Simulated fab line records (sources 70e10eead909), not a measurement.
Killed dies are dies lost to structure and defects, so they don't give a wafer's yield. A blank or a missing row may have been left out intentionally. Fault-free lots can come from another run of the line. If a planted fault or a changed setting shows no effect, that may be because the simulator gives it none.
What tool caused it?	flow nand-harc	Sampling: 24 lots, 72 wafers, 3 of 1302 route steps

== WHAT EACH GAUGE READ, for each wafer ==
NHARC_P_M0_INSPECT_27.
lot	measured	on	raw-defect-count
L074	day 6 09:04	defect-inspect-02	396 318 207
L075	day 6 12:20	defect-inspect-01	364 225 393
L076	day 6 18:55	defect-inspect-01	331 202 254
L077	day 7 13:38	defect-inspect-01	316 210 257
L078	day 8 01:55	defect-inspect-01	300 425 368
L079	day 8 08:41	defect-inspect-01	245 261 275
L080	day 8 16:24	defect-inspect-01	164 180 265
L081	day 9 09:02	defect-inspect-01	165 296 383
L082	day 9 13:28	defect-inspect-01	339 325 292
L083	day 9 22:39	defect-inspect-01	349 250 159
L084	day 10 04:29	defect-inspect-01	403 292 262
L085	day 10 19:15	defect-inspect-01	444 466 247
L086	day 11 08:16	defect-inspect-01	352 337 358
L087	day 12 07:56	defect-inspect-01	326 428 350
L089	day 12 09:40	defect-inspect-02	343 298 220
L088	day 12 09:50	defect-inspect-01	188 124 155
L090	day 13 01:25	defect-inspect-02	287 395 212
L091	day 13 08:46	defect-inspect-02	288 389 290
L092	day 13 15:07	defect-inspect-02	235 326 296
L093	day 14 06:31	defect-inspect-01	270 338 372
L094	day 14 10:58	defect-inspect-01	161 263 177
L095	day 14 19:13	defect-inspect-02	459 260 251
L097	day 15 14:07	defect-inspect-02	180 146 275
L096	day 15 15:08	defect-inspect-02	422 251 459

NHARC_P_M2_CD_MEAS_09: the cd target is 170 nm.
lot	measured	on	cd-nm (nm)
L074	day 6 14:23	cd-sem-01	170.0 169.6 169.7
L075	day 6 17:37	cd-sem-02	170.4 170.0 170.0
L076	day 7 01:07	cd-sem-02	170.2 170.2 170.3
L077	day 7 19:24	cd-sem-02	170.1 170.1 170.1
L078	day 8 07:25	cd-sem-02	170.0 169.8 170.7
L079	day 8 14:11	cd-sem-03	169.8 169.9 170.5
L080	day 8 21:56	cd-sem-03	169.8 169.2 169.7
L081	day 9 14:34	cd-sem-01	169.6 169.5 169.2
L082	day 9 19:02	cd-sem-01	170.2 170.2 170.2
L083	day 10 04:01	cd-sem-02	170.1 170.2 170.0
L084	day 10 09:55	cd-sem-03	169.8 169.7 169.7
L085	day 11 00:56	cd-sem-01	170.2 170.3 169.6
L086	day 11 13:41	cd-sem-01	170.2 169.8 170.5
L087	day 12 13:31	cd-sem-02	170.1 170.3 169.4
L089	day 12 15:14	cd-sem-01	170.9 170.4 170.6
L088	day 12 15:34	cd-sem-01	169.5 169.2 169.4
L090	day 13 06:50	cd-sem-01	170.3 170.6 170.1
L091	day 13 14:19	cd-sem-03	169.6 170.6 170.4
L092	day 13 20:39	cd-sem-01	170.0 170.1 169.7
L093	day 14 11:54	cd-sem-03	169.7 170.0 170.4
L094	day 14 16:31	cd-sem-01	170.1 170.7 170.2
L095	day 15 00:38	cd-sem-01	169.5 169.7 169.5
L097	day 15 19:52	cd-sem-03	169.1 169.5 168.8
L096	day 15 20:58	cd-sem-03	169.7 169.9 169.8

== WHAT TOOL EACH LOT RAN ON (gives the tool, then ch and the chambers of the sampled wafers, and finally the start) ==
lot	NHARC_P_M0_ANNEAL_30
L074	rtp-anneal-02 ch 0, day 6 08:21
L075	rtp-anneal-01 ch 0, day 6 11:31
L076	rtp-anneal-01 ch 0, day 6 18:05
L077	rtp-anneal-01 ch 0, day 7 12:50
L078	rtp-anneal-02 ch 0, day 8 01:10
L079	rtp-anneal-01 ch 0, day 8 07:51
L080	rtp-anneal-02 ch 0, day 8 15:41
L081	rtp-anneal-02 ch 0, day 9 08:16
L082	rtp-anneal-01 ch 0, day 9 12:38
L083	rtp-anneal-02 ch 0, day 9 21:50
L084	rtp-anneal-02 ch 0, day 10 03:41
L085	rtp-anneal-01 ch 0, day 10 18:26
L086	rtp-anneal-01 ch 0, day 11 07:30
L087	rtp-anneal-02 ch 0, day 12 07:11
L089	rtp-anneal-02 ch 0, day 12 08:54
L088	rtp-anneal-01 ch 0, day 12 09:05
L090	rtp-anneal-01 ch 0, day 13 00:39
L091	rtp-anneal-01 ch 0, day 13 07:59
L092	rtp-anneal-02 ch 0, day 13 14:18
L093	rtp-anneal-02 ch 0, day 14 05:42
L094	rtp-anneal-02 ch 0, day 14 10:08
L095	rtp-anneal-01 ch 0, day 14 18:25
L097	rtp-anneal-01 ch 0, day 15 13:17
L096	rtp-anneal-02 ch 0, day 15 14:23
- NHARC_P_M0_ANNEAL_30: time 90 s.

== WHAT THE TOOLS THEMSELVES READ (means of the sampled wafers that have a number; where no wafer has one, the mark that the record gives instead) ==
NHARC_P_M0_ANNEAL_30.
lot	tool	wafer_temp_C_max
L074	rtp-anneal-02	225.81
L075	rtp-anneal-01	225.84
L076	rtp-anneal-01	225.97
L077	rtp-anneal-01	225.73
L078	rtp-anneal-02	226.08
L079	rtp-anneal-01	225.94
L080	rtp-anneal-02	225.80
L081	rtp-anneal-02	225.79
L082	rtp-anneal-01	225.63
L083	rtp-anneal-02	225.98
L084	rtp-anneal-02	226.10
L085	rtp-anneal-01	225.60
L086	rtp-anneal-01	225.93
L087	rtp-anneal-02	226.15
L089	rtp-anneal-02	225.80
L088	rtp-anneal-01	225.94
L090	rtp-anneal-01	225.95
L091	rtp-anneal-01	225.96
L092	rtp-anneal-02	225.82
L093	rtp-anneal-02	226.14
L094	rtp-anneal-02	225.86
L095	rtp-anneal-01	226.00
L097	rtp-anneal-01	225.78
L096	rtp-anneal-02	226.16

== THE ANSWER, worked out from the rows above alone ==
Rule: the lots themselves supply what counts as usual. Put in order of their means at a reading, lots are off if they are a third of the lots or fewer, leave a main group of 4 or more, and stand apart from it by a gap of 3 or more times the standard deviation of the main group's means; of several such gaps the widest counts. If all means in a main group match to the digits the tables above print for the reading, that group is not used. A lot without any number at a reading at which 4 lots or more have one is off too. The other lots that the step has rows for count as sound. First the gauges in route order, then the tools' own readings, where a lot's mean is used as printed above. At the first step where some lot is off, the reading lying furthest off is the one used; lots without a number count as furthest.
No lot is off on any of the readings shown, so nothing can be concluded from this.

== WHAT THE SIMULATOR HAD INSERTED ==
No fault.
